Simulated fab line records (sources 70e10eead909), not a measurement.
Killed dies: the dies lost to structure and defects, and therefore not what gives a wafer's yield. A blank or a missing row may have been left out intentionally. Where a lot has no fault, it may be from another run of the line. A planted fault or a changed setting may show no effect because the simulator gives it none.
A struck lot beside a sound one + flow nand harc + 14 out of 1302 route steps
Sound: these wafers, L949.4, L949.5, L949.6. Wafers struck: L944.1, L944.2, L944.6. The cause comes at the end.
At each step with rows: each side's tool, then ch and its chambers, then its first start. Under that, the readings that differ: sound wafers + struck wafers + difference of the means + sigmas: that difference in standard deviations of wafers without a fault.
alike: readings with means less than 2 such deviations apart, plus words and numbers identical on both sides. not compared: withheld readings, readings lacking a value on some wafer, bounds such as >300 that could conceal the same value, and numbers that have no deviation in the record and whose values overlap.
The two part at a step that has a row with sigmas, a row that says differs or no value, or rows on one side only. When numbers do not overlap yet have no deviation, they are printed without sigmas and do not part them. A reading that every wafer of one side lacks parts them only if that side has two wafers or more.

first, 5 steps without rows for these wafers: NHARC_A_STAIRCASE_EBR_213; NHARC_A_STAIRCASE_EXPOSE_214 (exposes mask STAIR 3); NHARC_A_STAIRCASE_PEB_215 (peb time 130 s); NHARC_A_STAIRCASE_DEVELOP_216 (time 140 s); NHARC_A_STAIRCASE_HARDBAKE_218 (time 140 s).
NHARC_A_STAIRCASE_DESCUM_219: chemistry O2, time 3 s.
  sound on rie diel-01 ch 0,1, day 21 20:58; struck on rie diel-01 ch 0,1,3, day 20 04:47
  alike: drypump motor current A, oes product au, rf vpp V, showerhead plenum p Torr, throttle valve pct
  not compared: rf hours counter h
NHARC_A_STAIRCASE_TRIM_220: chemistry O2, time 211.2 s.
  sound on rie diel-01 ch 0,3, day 21 21:04; struck on rie diel-01 ch 0,1,3, day 20 04:53
  alike: drypump motor current A, oes product au, rf vpp V, showerhead plenum p Torr, throttle valve pct
  not compared: rf hours counter h
NHARC_A_STAIRCASE_ETCH_221: etches the open film in C4F8/O2, target depth 100 nm, time 40.5 s.
  sound on rie diel-01 ch 0,1,2; struck on rie diel-01 ch 0,2,3
  alike: bias w, chamber pressure mTorr, oes product au, rf vpp V
  not compared: rf hours counter h
NHARC_A_STAIRCASE_TRIM_222: chemistry O2, time 211.2 s.
  sound on rie diel-01 ch 1,2; struck on rie diel-01 ch 1,3
  alike: drypump motor current A, oes product au, rf vpp V, showerhead plenum p Torr, throttle valve pct
  not compared: rf hours counter h
NHARC_A_STAIRCASE_ETCH_223: etches the open film in C4F8/O2, target depth 100 nm, time 40.5 s.
  sound on rie diel-01 ch 1,2,3; struck on rie diel-01 ch 0,2
  alike: bias w, chamber pressure mTorr, oes product au, rf vpp V
  not compared: rf hours counter h
then, 1 step without rows for these wafers: NHARC_A_STAIRCASE_TRIM_224 (chemistry O2, time 211.2 s).
NHARC_A_STAIRCASE_ETCH_225: etches the open film in C4F8/O2, target depth 100 nm, time 40.5 s.
  sound on rie diel-01 ch 0,2,3, day 21 21:40; struck on rie diel-01 ch 0,3, day 20 05:29
  no value came back on the struck wafers for bias w (W), chamber pressure mTorr (mTorr), oes product au (a.u.), rf vpp V (V); on the sound wafers bias w (W) reads 1000.9 997.8 999.4
  not compared: rf hours counter h
then, 1 step without rows for these wafers: NHARC_A_STAIRCASE_TRIM_226 (chemistry O2, time 211.2 s).
-- jump in the record: it breaks off in module A_STAIRCASE and resumes in module END (first step shown: number 1302 of the route), and 8 days separate the struck wafers' starts before and after --
NHARC_END_SORT_01:
  sound on prober-01 ch 0, day 30 00:45; struck on prober-01 ch 0, day 28 13:52
| reading         | sound     | struck      | difference | sigmas |
|-----------------|-----------|-------------|------------|--------|
| killed at array | 90 64 73  | 671 672 668 | +595       | +30    |
| killed dies     | 102 70 80 | 677 677 677 | +593       | +28    |
  alike: killed at other, killed at periphery, killed open, killed short

## WHERE THEY PART
At NHARC_A_STAIRCASE_ETCH_225 first; at NHARC_END_SORT_01 last (within this record only).

WHY: what had been put in by the simulator
Step skipped in full: rie diel-01, at NHARC_A_STAIRCASE_ETCH_225, from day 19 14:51 onward. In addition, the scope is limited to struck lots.
